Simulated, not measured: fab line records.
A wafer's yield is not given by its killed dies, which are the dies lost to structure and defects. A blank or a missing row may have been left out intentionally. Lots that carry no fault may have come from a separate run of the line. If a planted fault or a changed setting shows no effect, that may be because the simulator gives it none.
Chamber matching :: flow n5Finfet :: 4 sister chambers for N5_BEOL_M8_ETCH_61 on rieDiel-01
The step etches SiARC in CF4, target depth 45.5 nm, time 75.8 s. 20 wafers are shown with their chamber, then 10 later ones without.

## WAFERS, EACH WITH ITS CHAMBER
wafer: L074.1
chamber: 1
showerheadPlenumPTorr (Torr): 2.20
drypumpMotorCurrentA (A): 5.1
throttleValvePct (%): 15.67

wafer: L074.2
chamber: 2
showerheadPlenumPTorr (Torr): 2.05
drypumpMotorCurrentA (A): 4.8
throttleValvePct (%): 15.73

wafer: L074.3
chamber: 0
showerheadPlenumPTorr (Torr): 2.13
drypumpMotorCurrentA (A): 5.8
throttleValvePct (%): 15.50

wafer: L074.4
chamber: 1
showerheadPlenumPTorr (Torr): 2.20
drypumpMotorCurrentA (A): 5.0
throttleValvePct (%): 15.67

wafer: L074.5
chamber: 0
showerheadPlenumPTorr (Torr): 2.13
drypumpMotorCurrentA (A): 5.8
throttleValvePct (%): 15.51

wafer: L074.6
chamber: 2
showerheadPlenumPTorr (Torr): 2.05
drypumpMotorCurrentA (A): 4.8
throttleValvePct (%): 15.73

wafer: L075.2
chamber: 2
showerheadPlenumPTorr (Torr): 2.05
drypumpMotorCurrentA (A): 4.8
throttleValvePct (%): 15.73

wafer: L075.4
chamber: 1
showerheadPlenumPTorr (Torr): 2.20
drypumpMotorCurrentA (A): 5.0
throttleValvePct (%): 15.66

wafer: L075.5
chamber: 2
showerheadPlenumPTorr (Torr): 2.05
drypumpMotorCurrentA (A): 4.8
throttleValvePct (%): 15.72

wafer: L077.1
chamber: 0
showerheadPlenumPTorr (Torr): 2.13
drypumpMotorCurrentA (A): 5.8
throttleValvePct (%): 15.51

wafer: L077.4
chamber: 3
showerheadPlenumPTorr (Torr): 2.27
drypumpMotorCurrentA (A): 6.1
throttleValvePct (%): 15.48

wafer: L077.6
chamber: 2
showerheadPlenumPTorr (Torr): 2.05
drypumpMotorCurrentA (A): 4.8
throttleValvePct (%): 15.74

wafer: L079.1
chamber: 2
showerheadPlenumPTorr (Torr): 2.05
drypumpMotorCurrentA (A): 4.8
throttleValvePct (%): 15.74

wafer: L079.3
chamber: 1
showerheadPlenumPTorr (Torr): 2.19
drypumpMotorCurrentA (A): 5.1
throttleValvePct (%): 15.68

wafer: L079.5
chamber: 1
showerheadPlenumPTorr (Torr): 2.19
drypumpMotorCurrentA (A): 5.1
throttleValvePct (%): 15.68

wafer: L081.1
chamber: 2
showerheadPlenumPTorr (Torr): 2.04
drypumpMotorCurrentA (A): 4.8
throttleValvePct (%): 15.77

wafer: L081.2
chamber: 3
showerheadPlenumPTorr (Torr): 2.27
drypumpMotorCurrentA (A): 6.2
throttleValvePct (%): 15.49

wafer: L081.3
chamber: 0
showerheadPlenumPTorr (Torr): 2.13
drypumpMotorCurrentA (A): 5.8
throttleValvePct (%): 15.53

wafer: L082.1
chamber: 3
showerheadPlenumPTorr (Torr): 2.27
drypumpMotorCurrentA (A): 6.2
throttleValvePct (%): 15.50

wafer: L082.2
chamber: 2
showerheadPlenumPTorr (Torr): 2.04
drypumpMotorCurrentA (A): 4.8
throttleValvePct (%): 15.78

SIGNATURES (averages over the wafers above)
reading: showerheadPlenumPTorr
chamber 0: 2.1300
chamber 1: 2.1960
chamber 2: 2.0475
chamber 3: 2.2700
scatter within a chamber: 0.00411

reading: drypumpMotorCurrentA
chamber 0: 5.800
chamber 1: 5.060
chamber 2: 4.800
chamber 3: 6.167
scatter within a chamber: 0.0342

reading: throttleValvePct
chamber 0: 15.5125
chamber 1: 15.6720
chamber 2: 15.7425
chamber 3: 15.4900
scatter within a chamber: 0.016
Rule: a wafer's distance from a chamber is the root of the sum, over the readings, of the square of ((its reading less the chamber's mean) divided by the reading's scatter). If the next closest chamber is less than 2 further off than the closest, the wafer can't be placed; otherwise it belongs to the closest. The scatter: the root of (the sum of the squares of (reading less its chamber's mean) over the shown wafers, divided by (wafers less chambers)).

## WAFERS MISSING THEIR CHAMBER
wafer: L082.3
showerheadPlenumPTorr (Torr): 2.12
drypumpMotorCurrentA (A): 5.8
throttleValvePct (%): 15.57

wafer: L082.4
showerheadPlenumPTorr (Torr): 2.04
drypumpMotorCurrentA (A): 4.8
throttleValvePct (%): 15.79

wafer: L082.5
showerheadPlenumPTorr (Torr): 2.27
drypumpMotorCurrentA (A): 6.2
throttleValvePct (%): 15.50

wafer: L082.6
showerheadPlenumPTorr (Torr): 2.12
drypumpMotorCurrentA (A): 5.8
throttleValvePct (%): 15.57

wafer: L087.2
showerheadPlenumPTorr (Torr): 2.04
drypumpMotorCurrentA (A): 4.8
throttleValvePct (%): 15.78

wafer: L087.4
showerheadPlenumPTorr (Torr): 2.12
drypumpMotorCurrentA (A): 5.8
throttleValvePct (%): 15.57

wafer: L087.6
showerheadPlenumPTorr (Torr): 2.04
drypumpMotorCurrentA (A): 4.8
throttleValvePct (%): 15.82

wafer: L089.1
showerheadPlenumPTorr (Torr): 2.19
drypumpMotorCurrentA (A): 5.1
throttleValvePct (%): 15.15

wafer: L089.5
showerheadPlenumPTorr (Torr): 2.04
drypumpMotorCurrentA (A): 4.8
throttleValvePct (%): 15.80

wafer: L089.6
showerheadPlenumPTorr (Torr): 2.19
drypumpMotorCurrentA (A): 5.1
throttleValvePct (%): 15.17

## WHICH CHAMBER EACH WENT THROUGH
wafer: L082.3
from the rows above: 0
in truth: 0

wafer: L082.4
from the rows above: 2
in truth: 2

wafer: L082.5
from the rows above: 3
in truth: 3

wafer: L082.6
from the rows above: 0
in truth: 0

wafer: L087.2
from the rows above: 2
in truth: 2

wafer: L087.4
from the rows above: 0
in truth: 0

wafer: L087.6
from the rows above: 2
in truth: 2

wafer: L089.1
from the rows above: can't be placed: 1 or 0
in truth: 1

wafer: L089.5
from the rows above: 2
in truth: 2

wafer: L089.6
from the rows above: can't be placed: 1 or 0
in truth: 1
8 of 10 placed correctly. Not placeable from these rows: 2 (in 2, the candidates include the true chamber). Wrongly placed: 0.
